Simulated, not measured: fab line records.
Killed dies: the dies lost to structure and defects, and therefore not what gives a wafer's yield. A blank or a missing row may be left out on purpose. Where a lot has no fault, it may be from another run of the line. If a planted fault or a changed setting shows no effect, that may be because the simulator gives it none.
Code-filled problem report in 8D (eight disciplines) form    flow nandHarc    the parts of the form that need people (team, actions taken, sign-off) are left out

== 1. WHAT IS WRONG ==
killedAtArray at NHARC_END_SORT_01 reads a mean of 671 on 3 wafers of 3 lots; wafers without a fault read 55 with a standard deviation of 19. That puts it +32 standard deviations away from the usual mean.
First seen on wafer L722.3, day 29 04:14, on prober-02. The record holds 12 wafers of 4 lots with a number at this step. By rule, "out" or "out of limits" means more than 4 standard deviations away from the usual mean. The rest of the wafers with a number are treated as sound.

== 2. WHAT IT IS, WHAT IT ISN'T ==
question                     is                                             is not
which readings at this step  killedAtArray, defectLimitedYield, killedDies  killedAtPeriphery, killedOpen, killedShort
which lots                   L722, L723, L725                               L721
which wafers of those lots   L722.3, L723.3, L725.3                         L722.5, L722.6, L723.4, L723.5, L725.5, L725.6
read on which gauges         prober-01, prober-02                           -
when                         from day 29 04:14                              up to then (3 sound wafers); but 6 sound wafers of L722, L723, L725 came after

== 3. WHAT RULES OUT EACH SUSPECT ==
Counting: any tool at a process step up to the reading remains a suspect provided it ran every lot that is out. Sound lots after the first of them don't rule it out here, since some wafers of a struck lot are sound.
- the gauge at NHARC_END_SORT_01: ruled out. 2 gauges (prober-01, prober-02) read the wafers that are out.
- ecdCu-01 at NHARC_A_BONDPAD_ECD_18 (material Cu, target thk 400 nm): kept. Every lot that is out went through it, the first being L722 (day 27 22:59); the last sound lot it ran before that was L721 (day 27 05:31).
- cmp-02 at NHARC_THIN_TSV_CMP_21 (polishes, t overpolish 30 s, target thk 2000 nm): kept. It ran every lot that is out, first L722 (day 28 17:02).
After counting, ecdCu-01 at NHARC_A_BONDPAD_ECD_18 and cmp-02 at NHARC_THIN_TSV_CMP_21 remain.

== 4. THE CAUSE (what the simulator had put in) ==
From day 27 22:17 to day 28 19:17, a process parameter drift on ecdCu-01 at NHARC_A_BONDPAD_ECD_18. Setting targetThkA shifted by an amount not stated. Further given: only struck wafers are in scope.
Counting leaves 2 suspects; this tool is one of them.

== 5. THE EFFECT CHAIN, in route order ==
Rows list readings where the struck wafers' mean (over those with a number) sits beyond 3 standard deviations from the usual. Scope: only readings with a usual standard deviation given in the record; hours: median across lots of the time from each lot's start at the first step in this table that gives one to its start at this step; sigmas: change in usual standard deviations.
hours  step               reading             usual   on struck wafers  change  sigmas
0      NHARC_END_SORT_01  defectLimitedYield  91.1 %  0.0               -91.1   -31
0      NHARC_END_SORT_01  killedAtArray       55      671               +616    +32
0      NHARC_END_SORT_01  killedDies          60      677               +617    +31

== 6. WHAT WOULD HAVE CAUGHT IT SOONER ==
30 hours passed between the start of the fault at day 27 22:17 and the first reading out of limits at a measuring or inspecting step in this record, taken at day 29 04:14.
Lots out: 3; all had begun NHARC_A_BONDPAD_ECD_18 on ecdCu-01 by day 29 04:14. None of them would have been spared by holding the tool at that moment.
